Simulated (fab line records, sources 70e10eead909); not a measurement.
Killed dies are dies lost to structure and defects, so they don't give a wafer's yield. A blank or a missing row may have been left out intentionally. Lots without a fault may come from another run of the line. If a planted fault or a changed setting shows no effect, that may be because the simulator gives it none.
Problem report in the 8D (eight disciplines) form, filled by code -- flow nand_harc -- the parts of the form that need people (team, actions taken, sign-off) are left out

## 1. WHAT IS WRONG
At NHARC_A_BONDPAD_ETCH_12, run_length_s averages 124.2 s over 2 wafers from 2 lots, while fault-free wafers read 131.3 s, standard deviation 0.43. Measured from the usual mean, that is -17 standard deviations.
The step: etches the open film in CHF3/O2, target depth 220 nm, time 110 s.
First observed at day 23 12:20: wafer L602.1, on rie_diel-11. Wafers with a number at this step in the record: 42, from 14 lots. Rule for "out" (also "out of limits"): further than 4 standard deviations from the usual mean. The rest of the wafers with a number are treated as sound.

## 2. WHAT IT IS AND WHAT IT IS NOT
question,is,is not
which readings at this step,run_length_s,"drypump_motor_current_A, oes_product_au, rf_vpp_V, showerhead_plenum_p_Torr, throttle_valve_pct"
which lots,"L602, L604","L582, L583, L584, L587, L588, L589, L590, L591, L592, L593, L594, L595"
which wafers of those lots,"L602.1, L604.1","L602.2, L602.4, L604.2, L604.4"
read on which tools,rie_diel-11,"rie_diel-01, rie_diel-13"
when,from day 23 12:20,up to then (38 sound wafers); but 2 sound wafers of L604 came after

## 3. THE SUSPECTS, EACH WITH WHAT RULES IT OUT
Counting: a tool at a process step up to the reading stays a suspect if it ran every lot that is out. Sound lots after the first of them don't rule it out here, since some wafers of a struck lot are sound.
- rie_diel-11 at NHARC_A_BONDPAD_ETCH_12 (etches the open film in CHF3/O2, target depth 220 nm, time 110 s): kept. It processed each lot that is out (first: L602, day 23 12:20); up to then, its last sound lot is L595 (day 21 03:07). Its own run_length_s readings are out on those wafers.
- In rie_diel-11 at NHARC_A_BONDPAD_ETCH_12, the wafers that are out were processed in chamber 0 and their sound lot-mates in chambers 1, 2, 3.
Left after counting: rie_diel-11 at NHARC_A_BONDPAD_ETCH_12.

## 4. THE CAUSE (what the simulator had put in)
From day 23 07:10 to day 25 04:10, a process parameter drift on rie_diel-11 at NHARC_A_BONDPAD_ETCH_12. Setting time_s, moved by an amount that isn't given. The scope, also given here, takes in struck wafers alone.
The count eliminated every tool but this one.

## 5. THE EFFECT CHAIN, in route order
Rows list readings where the struck wafers' mean (over those with a number) sits beyond 3 standard deviations from the usual. Only readings for which the record gives a usual standard deviation are gone through. hours: the time from each lot's start at the first step in this table that gives one to its start at this step, as a median over the lots. sigmas: the change in usual standard deviations.
hours,step,reading,usual,on struck wafers,change,sigmas
0,NHARC_A_BONDPAD_ETCH_12,run_length_s,131.3 s,124.2,-7.2,-17
It contains these process steps:
- NHARC_A_BONDPAD_ETCH_12: etches the open film in CHF3/O2, target depth 220 nm, time 110 s.
Readings that are blank on the struck wafers while sound wafers have them: bias_w at NHARC_A_BONDPAD_ETCH_12.

## 6. WHAT WOULD HAVE CAUGHT IT SOONER
In this record no reading fell out of limits until day 23 12:20, 5 hours after the fault had begun at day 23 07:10.
